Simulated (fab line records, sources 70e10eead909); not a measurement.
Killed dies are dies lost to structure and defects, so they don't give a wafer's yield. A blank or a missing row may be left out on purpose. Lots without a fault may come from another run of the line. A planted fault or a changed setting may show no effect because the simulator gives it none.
Chamber matching | flow nand_harc | NHARC_P_STI_CMP_21 on cmp-01: 4 sister chambers
The step polishes, t overpolish 20 s, target thk 380.67 nm. 8 wafers are shown with their chamber, then 9 later ones without.

WAFERS WITH THEIR CHAMBER
wafer  | chamber | motor_current_A (A) | overpolish_run_s (s)
L079.3 | 1       | 10.8                | 20.007
L085.6 | 0       | 12.7                | 19.997
L088.3 | 2       | 12.6                | 20.000
L088.4 | 3       | 12.5                | 19.976
L088.5 | 2       | 12.7                | 20.001
L093.4 | 3       | 13.8                | 19.988
L093.5 | 0       | 11.9                | 20.009
L093.6 | 1       | 11.1                | 20.010

WAFERS WITHOUT THEIR CHAMBER
wafer  | motor_current_A (A) | overpolish_run_s (s)
L094.1 | 11.8                | 20.006
L094.2 | 10.9                | 20.012
L094.3 | 11.4                | 20.004
L095.1 | 12.1                | 20.000
L095.4 | 11.3                | 19.991
L095.6 | 10.7                | 20.001
L095.2 | 12.5                | 19.996
L095.3 | 13.1                | 19.986
L095.5 | 12.3                | 19.996

WHICH CHAMBER EACH WENT THROUGH
wafer  | from the rows above               | in truth
L094.1 | can't be placed: 0 or 1 or 2      | 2
L094.2 | 1                                 | 1
L094.3 | can't be placed: 1 or 0 or 2      | 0
L095.1 | can't be placed: 0 or 2 or 1      | 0
L095.4 | can't be placed: 0 or 2 or 1 or 3 | 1
L095.6 | can't be placed: 1 or 0           | 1
L095.2 | can't be placed: 2 or 0 or 3      | 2
L095.3 | can't be placed: 3 or 2           | 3
L095.5 | can't be placed: 2 or 0 or 3      | 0
Placed correctly: 1 of 9. Can't be placed from these rows: 8 (the true chamber is among the candidates in 8). Placed wrongly: 0.
How it was worked out, from the rows above alone: a wafer's distance from a chamber is the root of the sum, over the readings, of the square of ((its reading less the chamber's mean) divided by the reading's scatter). The wafer belongs to the nearest chamber; if the next one is less than 2 further off, it can't be placed. A chamber's mean is the mean of its shown wafers. The scatter: the root of (the sum of the squares of (reading less its chamber's mean) over the shown wafers, divided by (wafers less chambers)).
